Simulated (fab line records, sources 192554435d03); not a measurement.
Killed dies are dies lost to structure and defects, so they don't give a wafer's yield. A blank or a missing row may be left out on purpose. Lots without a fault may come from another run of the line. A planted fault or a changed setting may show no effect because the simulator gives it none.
Which tool did it? | flow n5_finfet | 8 lots, 24 wafers sampled, at 6 steps of a route of 1938

WHAT THE GAUGES READ, wafer by wafer
N5_FIN_CUT_INSPECT_17: inspects for defects (brightfield). Usual: raw_defect_count 239, standard deviation 64.
lot  | measured    | on                | raw_defect_count | flag
L684 | day 2 08:58 | defect_inspect-02 | 241 190 233      |
L685 | day 2 10:47 | defect_inspect-02 | 183 164 206      |
L688 | day 3 05:50 | defect_inspect-02 | 171 145 220      |
L690 | day 3 19:32 | defect_inspect-01 | 253 279 371      |
L701 | day 6 11:01 | defect_inspect-02 | 262 339 327      |
L703 | day 6 22:55 | defect_inspect-02 | 241 716 353      | OFF
L706 | day 7 17:25 | defect_inspect-02 | 265 216 215      |
L707 | day 7 21:32 | defect_inspect-02 | 170 167 261      |

N5_BEOL_M4_RC_MEAS_101. Usual: DIBL_N 36.3 mV/V, standard deviation 1.2; DIBL_P 36.3 mV/V, standard deviation 1.4; IOFF_N 0.157 nA/um, standard deviation 0.02; IOFF_P 0.22 nA/um, standard deviation 0.033; ION_N 675 uA/um, standard deviation 9.6; ION_P 465 uA/um, standard deviation 8.2; SS_N 71.4 mV/dec, standard deviation 0.45; SS_P 73.3 mV/dec, standard deviation 0.54; VT_N 249.8 mV, standard deviation 2.5; VT_P -249 mV, standard deviation 3.2.
lot  | measured     | on        | DIBL_N (mV/V)  | DIBL_P (mV/V)  | IOFF_N (nA/um)    | IOFF_P (nA/um) | ION_N (uA/um) | ION_P (uA/um) | SS_N (mV/dec)  | SS_P (mV/dec)  | VT_N (mV)         | VT_P (mV)      | flag
L684 | day 8 02:21  | prober-01 | 37.2 36.6 35.3 | 38.5 37.3 36.4 | 0.169 0.150 0.137 | 0.23 0.21 0.20 | 681 676 661   | 466 467 457   | 71.4 71.6 71.5 | 72.8 72.7 73.0 | 246.2 249.8 251.9 | -249 -251 -252 |
L685 | day 9 11:22  | prober-02 | 36.7 37.9 36.8 | 37.4 38.7 37.3 | 0.161 0.190 0.162 | 0.24 0.26 0.23 | 684 687 678   | 475 467 468   | 72.0 71.9 71.4 | 73.4 74.0 74.3 | 247.5 248.9 249.6 | -247 -249 -249 |
L688 | day 9 17:05  | prober-01 | 36.7 36.6 36.4 | 36.7 36.2 36.4 | 0.185 0.163 0.179 | 0.25 0.23 0.25 | 695 679 695   | 475 466 477   | 72.2 71.9 71.0 | 73.9 72.6 72.6 | 247.5 250.2 246.5 | -249 -249 -246 |
L690 | day 10 18:52 | prober-01 | 36.2 37.5 36.2 | 35.5 37.2 35.9 | 0.137 0.155 0.140 | 0.18 0.21 0.18 | 668 684 673   | 456 468 459   | 71.4 71.9 71.1 | 73.1 73.3 72.8 | 252.1 253.2 251.5 | -252 -252 -253 |
L701 | day 13 11:38 | prober-02 | 35.0 35.3 34.5 | 35.0 35.0 33.3 | 0.143 0.149 0.137 | 0.25 0.23 0.21 | 674 677 687   | 464 472 473   | 72.2 71.7 71.4 | 73.6 73.6 73.2 | 251.8 252.1 250.9 | -248 -247 -248 |
L703 | day 13 12:34 | prober-02 | 35.0 35.4 34.6 | 35.5 36.4 35.6 | 0.126 0.127 0.115 | 0.18 0.19 0.18 | 653 661 658   | 459 460 459   | 70.5 71.3 70.8 | 72.8 73.2 73.1 | 254.0 254.7 254.7 | -251 -251 -252 |
L706 | day 13 19:12 | prober-01 | 35.7 37.4 36.5 | 36.1 37.9 36.6 | 0.147 0.182 0.170 | 0.25 0.28 0.26 | 673 675 667   | 469 473 464   | 71.2 71.5 71.8 | 73.3 74.0 73.9 | 249.2 246.1 247.4 | -246 -245 -246 |
L707 | day 14 19:49 | prober-02 | 38.2 34.8 39.5 | 39.2 34.9 40.7 | 0.187 0.119 0.208 | 0.29 0.20 0.34 | 688 665 685   | 471 470 478   | 71.6 70.4 71.7 | 74.1 72.6 74.1 | 249.0 251.8 247.2 | -242 -248 -243 |

WHICH TOOL RAN EACH LOT (tool, then ch and the chambers of the sampled wafers, then the start)
lot  | N5_FIN_CUT_ETCH_30                | N5_FIN_CUT_ETCH_20                | N5_FIN_CUT_CUT_ETCH_28          | N5_STI_FIN_REVEAL_ALD_14
L684 | rie_diel-05 ch 1,2,3, day 2 07:07 | rie_diel-05 ch 1,2,3, day 2 07:08 | rie_si-04 ch 0,1,3, day 2 08:44 | ald_sin-04 ch 0,2,3, day 2 09:03
L685 | rie_diel-04 ch 0,1, day 2 09:54   | rie_diel-04 ch 0,1, day 2 09:55   | rie_si-04 ch 0,1,3, day 2 10:33 | ald_sin-04 ch 1,2,3, day 2 10:52
L688 | rie_diel-04 ch 2,3, day 3 04:57   | rie_diel-04 ch 2,3, day 3 04:58   | rie_si-04 ch 1,2, day 3 05:36   | ald_sin-02 ch 1,2,3, day 3 05:55
L690 | rie_diel-02 ch 0,2,3, day 3 18:30 | rie_diel-02 ch 0,2,3, day 3 18:31 | rie_si-06 ch 0,1, day 3 19:09   | ald_sin-02 ch 0,2, day 3 19:37
L701 | rie_diel-05 ch 0,1,3, day 6 09:57 | rie_diel-05 ch 0,1,3, day 6 09:58 | rie_si-04 ch 0,1,2, day 6 10:36 | ald_sin-02 ch 0,1,3, day 6 11:07
L703 | rie_diel-04 ch 0,2,3, day 6 22:02 | rie_diel-04 ch 0,2,3, day 6 22:04 | rie_si-03 ch 0,1,2, day 6 22:41 | ald_sin-02 ch 0,3, day 6 23:01
L706 | rie_diel-05 ch 0,2,3, day 7 16:08 | rie_diel-05 ch 0,2,3, day 7 16:09 | rie_si-06 ch 0,2,3, day 7 17:04 | ald_sin-01 ch 0,2,3, day 7 17:41
L707 | rie_diel-02 ch 1,2, day 7 20:38   | rie_diel-02 ch 1,2, day 7 20:39   | rie_si-06 ch 0,1, day 7 21:17   | ald_sin-01 ch 0,2, day 7 21:52
- N5_FIN_CUT_ETCH_30: etches underlayer in N2/H2, target depth 13 nm, time 10.4 s.
- N5_FIN_CUT_ETCH_20: etches SiARC in CF4, target depth 26 nm, time 43.3 s.
- N5_FIN_CUT_CUT_ETCH_28: etches Si in HBr/Cl2/O2, target depth 6 nm, time 2.4 s.
- N5_STI_FIN_REVEAL_ALD_14: deposits Si3N4, target thk 3 nm.

WHAT THE TOOLS THEMSELVES READ (means of the sampled wafers that have a number; where no wafer has one, the mark that the record gives instead)
N5_FIN_CUT_ETCH_30. Usual: drypump_motor_current_A 5.8 A, standard deviation 0.54; etch_rf_on_time_s 10.41 s, standard deviation 0.18; oes_product_au 0.63 a.u., standard deviation 0.036; rf_vpp_V 523.3 V, standard deviation 1.9; showerhead_plenum_p_Torr 2.52 Torr, standard deviation 0.061; throttle_valve_pct 17.99 %, standard deviation 0.19.
lot  | tool        | drypump_motor_current_A (A) | etch_rf_on_time_s (s) | oes_product_au (a.u.) | rf_vpp_V (V) | showerhead_plenum_p_Torr (Torr) | throttle_valve_pct (%) | flag
L684 | rie_diel-05 | 5.9                         | 10.47                 | 0.63                  | 523.5        | 2.53                            | 18.04                  |
L685 | rie_diel-04 | 6.4                         | 10.36                 | 0.68                  | 522.3        | 2.48                            | 17.93                  |
L688 | rie_diel-04 | 5.6                         | 10.17                 | 0.64                  | 523.1        | 2.49                            | 18.01                  |
L690 | rie_diel-02 | 5.4                         | 10.52                 | 0.65                  | 524.4        | 2.55                            | 17.97                  |
L701 | rie_diel-05 | 5.9                         | 10.40                 | 0.61                  | 523.6        | 2.52                            | 18.11                  |
L703 | rie_diel-04 | 5.8                         | 10.37                 | 0.63                  | 523.2        | 2.53                            | 17.95                  |
L706 | rie_diel-05 | 5.5                         | 10.59                 | 0.60                  | 523.1        | 2.52                            | 18.07                  |
L707 | rie_diel-02 | 5.7                         | 10.38                 | 0.71                  | 525.3        | 2.62                            | 17.58                  |

N5_FIN_CUT_ETCH_20. Usual: drypump_motor_current_A 5.8 A, standard deviation 0.53; etch_rf_on_time_s 43.3 s, standard deviation 0.7; mfc_ar_sccm 99.99 sccm, standard deviation 0.3; oes_product_au 0.63 a.u., standard deviation 0.036; rf_vpp_V 184.0 V, standard deviation 0.97; showerhead_plenum_p_Torr 2.13 Torr, standard deviation 0.048; throttle_valve_pct 15.77 %, standard deviation 0.19.
lot  | tool        | drypump_motor_current_A (A) | etch_rf_on_time_s (s) | mfc_ar_sccm (sccm) | oes_product_au (a.u.) | rf_vpp_V (V) | showerhead_plenum_p_Torr (Torr) | throttle_valve_pct (%) | flag
L684 | rie_diel-05 | 5.9                         | 43.4                  | 100.13             | 0.63                  | 183.6        | 2.13                            | 15.80                  |
L685 | rie_diel-04 | 6.4                         | 43.3                  | 99.91              | 0.67                  | 183.1        | 2.10                            | 15.68                  |
L688 | rie_diel-04 | 5.6                         | 42.7                  | 99.82              | 0.64                  | 183.7        | 2.11                            | 15.85                  |
L690 | rie_diel-02 | 5.4                         | 43.9                  | 100.17             | 0.65                  | 184.0        | 2.15                            | 15.69                  |
L701 | rie_diel-05 | 5.9                         | 43.9                  | 100.17             | 0.61                  | 185.1        | 2.12                            | 15.90                  |
L703 | rie_diel-04 | 5.8                         | 42.9                  | 99.86              | 0.63                  | 183.7        | 2.13                            | 15.82                  |
L706 | rie_diel-05 | 5.5                         | 44.0                  | 100.08             | 0.60                  | 184.0        | 2.12                            | 15.84                  |
L707 | rie_diel-02 | 5.7                         | 43.2                  | 100.18             | 0.72                  | 184.7        | 2.20                            | 15.35                  |

N5_FIN_CUT_CUT_ETCH_28. Usual: HBr_flow_sccm 150.0 sccm, standard deviation 0.42; drypump_motor_current_A 5.7 A, standard deviation 0.38; oes_product_au 0.994 a.u., standard deviation 0.012; throttle_valve_pct 37.16 %, standard deviation 0.27.
lot  | tool      | HBr_flow_sccm (sccm) | drypump_motor_current_A (A) | oes_product_au (a.u.) | throttle_valve_pct (%) | flag
L684 | rie_si-04 | 149.9                | 5.9                         | 1.001                 | 37.09                  |
L685 | rie_si-04 | 150.1                | 5.9                         | 0.992                 | 37.09                  |
L688 | rie_si-04 | 149.7                | 5.6                         | 0.999                 | 37.29                  |
L690 | rie_si-06 | 149.6                | 5.8                         | 0.983                 | 36.90                  |
L701 | rie_si-04 | 150.1                | 5.6                         | 0.989                 | 37.20                  |
L703 | rie_si-03 | 150.0                | 6.1                         | 1.004                 | 37.34                  |
L706 | rie_si-06 | 150.2                | 5.4                         | 0.990                 | 37.22                  |
L707 | rie_si-06 | 149.7                | 5.6                         | 0.980                 | 36.85                  |

N5_STI_FIN_REVEAL_ALD_14. Usual: heater_power_w 833 W, standard deviation 92.
lot  | tool       | heater_power_w (W) | flag
L684 | ald_sin-04 | 810                |
L685 | ald_sin-04 | 817                |
L688 | ald_sin-02 | 756                |
L690 | ald_sin-02 | 983                |
L701 | ald_sin-02 | 818                |
L703 | ald_sin-02 | 773                |
L706 | ald_sin-01 | 822                |
L707 | ald_sin-01 | 818                |

THE ANSWER, worked out from the rows above alone
Rule: a lot is off if the mean of its wafers that have a number lies more than 3 standard deviations from the usual mean. A lot without any number at a reading at which 4 lots or more have one is off too. The other lots that the step has rows for count as sound. The gauges are gone through in route order, then the tools' own readings, and for those a lot's mean is taken as printed above. The first step at which some lot is off is used, and at that step the reading that is off furthest; a lot without a number counts as furthest.
Off: L703, at N5_FIN_CUT_INSPECT_17 (raw_defect_count).
A tool fits if, at a process step before that reading, it ran every lot that is off, and no sound lot after the first of them. The gauges at N5_FIN_CUT_INSPECT_17 are tried like those tools. Can't be told from this: 2 tools fit, rie_diel-04 at N5_FIN_CUT_ETCH_30 and N5_FIN_CUT_ETCH_20, rie_si-03 at N5_FIN_CUT_CUT_ETCH_28.

WHAT THE SIMULATOR HAD PUT IN
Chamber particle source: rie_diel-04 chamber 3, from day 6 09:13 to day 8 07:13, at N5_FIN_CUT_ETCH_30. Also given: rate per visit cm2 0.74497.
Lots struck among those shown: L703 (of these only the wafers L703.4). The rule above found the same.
